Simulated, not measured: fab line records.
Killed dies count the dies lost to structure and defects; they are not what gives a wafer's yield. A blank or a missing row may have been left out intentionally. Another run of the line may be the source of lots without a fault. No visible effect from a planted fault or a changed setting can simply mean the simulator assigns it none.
Lot-split experiment || flow n5 finfet || 39 wafers read across 7 lots, on a route 1938 steps long

SPLIT DETAILS
At N5_HKMG_FIN_CVD_62 (deposits a-Si from Si2H6, target thk 3 nm, time 20.8 s), the setting temp c was moved away from the recipe's 500 C on 18 of the 39 wafers read, by -3.1% to +4.4%. This setting was run at the recipe's value on the other wafers.

Reading taken at the split's own step.

THE READING
a-Si_of_HKMG_FIN_CVD_62.thk nm (the simulator's own value, which no gauge read), in nm, at N5_HKMG_FIN_CVD_62 (deposits a-Si from Si2H6, target thk 3 nm, time 20.8 s). No usual value for it is given in the file. Average 3.0 nm, standard deviation 0.2 nm, over the 21 wafers here run with the recipe.

{"wafer": "L075.1", "tool, chamber at the split": "thermal cvd si-01, 0,0,1", "temp c as run, C": 517.2, "against the recipe": "+3.4%", "a-Si_of_HKMG_FIN_CVD_62.thk nm, nm": 4.8, "against lot-mates on the recipe": "+1.9"}
{"wafer": "L075.4", "tool, chamber at the split": "thermal cvd si-01, 0,0,1", "temp c as run, C": 517.2, "against the recipe": "+3.4%", "a-Si_of_HKMG_FIN_CVD_62.thk nm, nm": 4.8, "against lot-mates on the recipe": "+1.9"}
{"wafer": "L075.6", "tool, chamber at the split": "thermal cvd si-01, 0,0,1", "temp c as run, C": 517.2, "against the recipe": "+3.4%", "a-Si_of_HKMG_FIN_CVD_62.thk nm, nm": 4.8, "against lot-mates on the recipe": "+1.9"}
{"wafer": "L075.2", "tool, chamber at the split": "thermal cvd si-01, 1", "temp c as run, C": 500, "against the recipe": "recipe", "a-Si_of_HKMG_FIN_CVD_62.thk nm, nm": 2.8, "against lot-mates on the recipe": "-"}
{"wafer": "L075.3", "tool, chamber at the split": "thermal cvd si-01, 2", "temp c as run, C": 500, "against the recipe": "recipe", "a-Si_of_HKMG_FIN_CVD_62.thk nm, nm": 3, "against lot-mates on the recipe": "-"}
{"wafer": "L075.5", "tool, chamber at the split": "thermal cvd si-01, 2", "temp c as run, C": 500, "against the recipe": "recipe", "a-Si_of_HKMG_FIN_CVD_62.thk nm, nm": 3, "against lot-mates on the recipe": "-"}
{"wafer": "L082.1", "tool, chamber at the split": "thermal cvd si-02, 1", "temp c as run, C": 500, "against the recipe": "recipe", "a-Si_of_HKMG_FIN_CVD_62.thk nm, nm": 3.4, "against lot-mates on the recipe": "-"}
{"wafer": "L082.5", "tool, chamber at the split": "thermal cvd si-02, 1", "temp c as run, C": 500, "against the recipe": "recipe", "a-Si_of_HKMG_FIN_CVD_62.thk nm, nm": 3.4, "against lot-mates on the recipe": "-"}
{"wafer": "L082.2", "tool, chamber at the split": "thermal cvd si-02, 2", "temp c as run, C": 500, "against the recipe": "recipe", "a-Si_of_HKMG_FIN_CVD_62.thk nm, nm": 3, "against lot-mates on the recipe": "-"}
{"wafer": "L082.3", "tool, chamber at the split": "thermal cvd si-02, 0", "temp c as run, C": 522.2, "against the recipe": "+4.4%", "a-Si_of_HKMG_FIN_CVD_62.thk nm, nm": 5.8, "against lot-mates on the recipe": "+2.5"}
{"wafer": "L082.6", "tool, chamber at the split": "thermal cvd si-02, 0", "temp c as run, C": 522.2, "against the recipe": "+4.4%", "a-Si_of_HKMG_FIN_CVD_62.thk nm, nm": 5.8, "against lot-mates on the recipe": "+2.5"}
{"wafer": "L082.4", "tool, chamber at the split": "thermal cvd si-02, 2", "temp c as run, C": 522.2, "against the recipe": "+4.4%", "a-Si_of_HKMG_FIN_CVD_62.thk nm, nm": 5.6, "against lot-mates on the recipe": "+2.3"}
{"wafer": "L084.1", "tool, chamber at the split": "thermal cvd si-02, 2,0,0", "temp c as run, C": 484.7, "against the recipe": "-3.1%", "a-Si_of_HKMG_FIN_CVD_62.thk nm, nm": 2, "against lot-mates on the recipe": -1.1}
{"wafer": "L084.2", "tool, chamber at the split": "thermal cvd si-02, 2,0,0", "temp c as run, C": 484.7, "against the recipe": "-3.1%", "a-Si_of_HKMG_FIN_CVD_62.thk nm, nm": 2, "against lot-mates on the recipe": -1.1}
{"wafer": "L084.4", "tool, chamber at the split": "thermal cvd si-02, 2,0,0", "temp c as run, C": 484.7, "against the recipe": "-3.1%", "a-Si_of_HKMG_FIN_CVD_62.thk nm, nm": 2, "against lot-mates on the recipe": -1.1}
{"wafer": "L084.3", "tool, chamber at the split": "thermal cvd si-02, 1", "temp c as run, C": 500, "against the recipe": "recipe", "a-Si_of_HKMG_FIN_CVD_62.thk nm, nm": 3.2, "against lot-mates on the recipe": "-"}
{"wafer": "L084.5", "tool, chamber at the split": "thermal cvd si-02, 1", "temp c as run, C": 500, "against the recipe": "recipe", "a-Si_of_HKMG_FIN_CVD_62.thk nm, nm": 3.2, "against lot-mates on the recipe": "-"}
{"wafer": "L084.6", "tool, chamber at the split": "thermal cvd si-02, 2", "temp c as run, C": 500, "against the recipe": "recipe", "a-Si_of_HKMG_FIN_CVD_62.thk nm, nm": 3, "against lot-mates on the recipe": "-"}
{"wafer": "L086.2", "tool, chamber at the split": "thermal cvd si-02, 2", "temp c as run, C": 500, "against the recipe": "recipe", "a-Si_of_HKMG_FIN_CVD_62.thk nm, nm": 3, "against lot-mates on the recipe": "-"}
{"wafer": "L086.5", "tool, chamber at the split": "thermal cvd si-02, 2", "temp c as run, C": 500, "against the recipe": "recipe", "a-Si_of_HKMG_FIN_CVD_62.thk nm, nm": 3, "against lot-mates on the recipe": "-"}
{"wafer": "L086.3", "tool, chamber at the split": "thermal cvd si-02, 1", "temp c as run, C": 500, "against the recipe": "recipe", "a-Si_of_HKMG_FIN_CVD_62.thk nm, nm": 3.4, "against lot-mates on the recipe": "-"}
{"wafer": "L087.1", "tool, chamber at the split": "thermal cvd si-01, 0,1", "temp c as run, C": 492.3, "against the recipe": "-1.5%", "a-Si_of_HKMG_FIN_CVD_62.thk nm, nm": 2.2, "against lot-mates on the recipe": -0.7}
{"wafer": "L087.6", "tool, chamber at the split": "thermal cvd si-01, 0,1", "temp c as run, C": 492.3, "against the recipe": "-1.5%", "a-Si_of_HKMG_FIN_CVD_62.thk nm, nm": 2.2, "against lot-mates on the recipe": -0.7}
{"wafer": "L087.2", "tool, chamber at the split": "thermal cvd si-01, 2,1", "temp c as run, C": 500, "against the recipe": "recipe", "a-Si_of_HKMG_FIN_CVD_62.thk nm, nm": 3, "against lot-mates on the recipe": "-"}
{"wafer": "L087.3", "tool, chamber at the split": "thermal cvd si-01, 2,1", "temp c as run, C": 500, "against the recipe": "recipe", "a-Si_of_HKMG_FIN_CVD_62.thk nm, nm": 3, "against lot-mates on the recipe": "-"}
{"wafer": "L087.4", "tool, chamber at the split": "thermal cvd si-01, 2", "temp c as run, C": 492.3, "against the recipe": "-1.5%", "a-Si_of_HKMG_FIN_CVD_62.thk nm, nm": 2.4, "against lot-mates on the recipe": -0.5}
{"wafer": "L087.5", "tool, chamber at the split": "thermal cvd si-01, 0", "temp c as run, C": 500, "against the recipe": "recipe", "a-Si_of_HKMG_FIN_CVD_62.thk nm, nm": 2.8, "against lot-mates on the recipe": "-"}
{"wafer": "L089.1", "tool, chamber at the split": "thermal cvd si-01, 2,1", "temp c as run, C": 500, "against the recipe": "recipe", "a-Si_of_HKMG_FIN_CVD_62.thk nm, nm": 2.8, "against lot-mates on the recipe": "-"}
{"wafer": "L089.6", "tool, chamber at the split": "thermal cvd si-01, 2,1", "temp c as run, C": 500, "against the recipe": "recipe", "a-Si_of_HKMG_FIN_CVD_62.thk nm, nm": 2.8, "against lot-mates on the recipe": "-"}
{"wafer": "L089.2", "tool, chamber at the split": "thermal cvd si-01, 0", "temp c as run, C": 500, "against the recipe": "recipe", "a-Si_of_HKMG_FIN_CVD_62.thk nm, nm": 2.6, "against lot-mates on the recipe": "-"}
{"wafer": "L089.3", "tool, chamber at the split": "thermal cvd si-01, 1,2", "temp c as run, C": 520.4, "against the recipe": "+4.1%", "a-Si_of_HKMG_FIN_CVD_62.thk nm, nm": 5.2, "against lot-mates on the recipe": "+2.5"}
{"wafer": "L089.5", "tool, chamber at the split": "thermal cvd si-01, 1,2", "temp c as run, C": 520.4, "against the recipe": "+4.1%", "a-Si_of_HKMG_FIN_CVD_62.thk nm, nm": 5.2, "against lot-mates on the recipe": "+2.5"}
{"wafer": "L089.4", "tool, chamber at the split": "thermal cvd si-01, 0", "temp c as run, C": 520.4, "against the recipe": "+4.1%", "a-Si_of_HKMG_FIN_CVD_62.thk nm, nm": 5, "against lot-mates on the recipe": "+2.3"}
{"wafer": "L092.1", "tool, chamber at the split": "thermal cvd si-02, 1", "temp c as run, C": 488.9, "against the recipe": "-2.2%", "a-Si_of_HKMG_FIN_CVD_62.thk nm, nm": 2.4, "against lot-mates on the recipe": -0.6}
{"wafer": "L092.4", "tool, chamber at the split": "thermal cvd si-02, 1", "temp c as run, C": 488.9, "against the recipe": "-2.2%", "a-Si_of_HKMG_FIN_CVD_62.thk nm, nm": 2.4, "against lot-mates on the recipe": -0.6}
{"wafer": "L092.2", "tool, chamber at the split": "thermal cvd si-02, 2", "temp c as run, C": 488.9, "against the recipe": "-2.2%", "a-Si_of_HKMG_FIN_CVD_62.thk nm, nm": 2, "against lot-mates on the recipe": -1.0}
{"wafer": "L092.3", "tool, chamber at the split": "thermal cvd si-02, 0,0,2", "temp c as run, C": 500, "against the recipe": "recipe", "a-Si_of_HKMG_FIN_CVD_62.thk nm, nm": 3, "against lot-mates on the recipe": "-"}
{"wafer": "L092.5", "tool, chamber at the split": "thermal cvd si-02, 0,0,2", "temp c as run, C": 500, "against the recipe": "recipe", "a-Si_of_HKMG_FIN_CVD_62.thk nm, nm": 3, "against lot-mates on the recipe": "-"}
{"wafer": "L092.6", "tool, chamber at the split": "thermal cvd si-02, 0,0,2", "temp c as run, C": 500, "against the recipe": "recipe", "a-Si_of_HKMG_FIN_CVD_62.thk nm, nm": 3, "against lot-mates on the recipe": "-"}
If several chambers appear in one row, that row covers several wafers at once and the file leaves open which wafer was in which chamber.

FIT RESULTS
A straight line over all 39 wafers: a-Si_of_HKMG_FIN_CVD_62.thk nm changes by +0.496 nm for each +1% of temp c; r = +0.97; the points scatter about the line by 0.26 nm.
The same after taking each lot's own level away (the mean of its wafers on the recipe; 39 wafers): +0.503 nm for each +1%; r = +0.99; scatter 0.2 nm.
According to that fit, moving temp c by its largest amount changes the reading by 2.2 nm.
Across the lots, their own levels run from 2.73 to 3.27 nm, a range of 2.6 times the standard deviation given above.
Consequently the slope shifts little with the lot-to-lot level, the two slopes agreeing.
Check: with one of the wafers moved furthest among these (+4.4%) left out of the fit, the line predicts +2.34 nm for it against its lot-mates. It came out at +2.53 nm against them.

OTHER SPLITS ON THESE WAFERS
Before the reading, these wafers also passed through other splits. Each is held against what the fit with the lots' levels taken away leaves over:
{"other split on the same wafers": "N5_SD_EPI_P_EPI_21 time s", "wafers away from the commonest value": 12, "r with a-Si_of_HKMG_FIN_CVD_62.thk nm (lot level and that fit taken away)": -0.12}

THE FILE'S OWN FIT
a-Si_of_HKMG_FIN_CVD_62.thk nm changes by +0.513 nm for each +1% of temp c, r = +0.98.
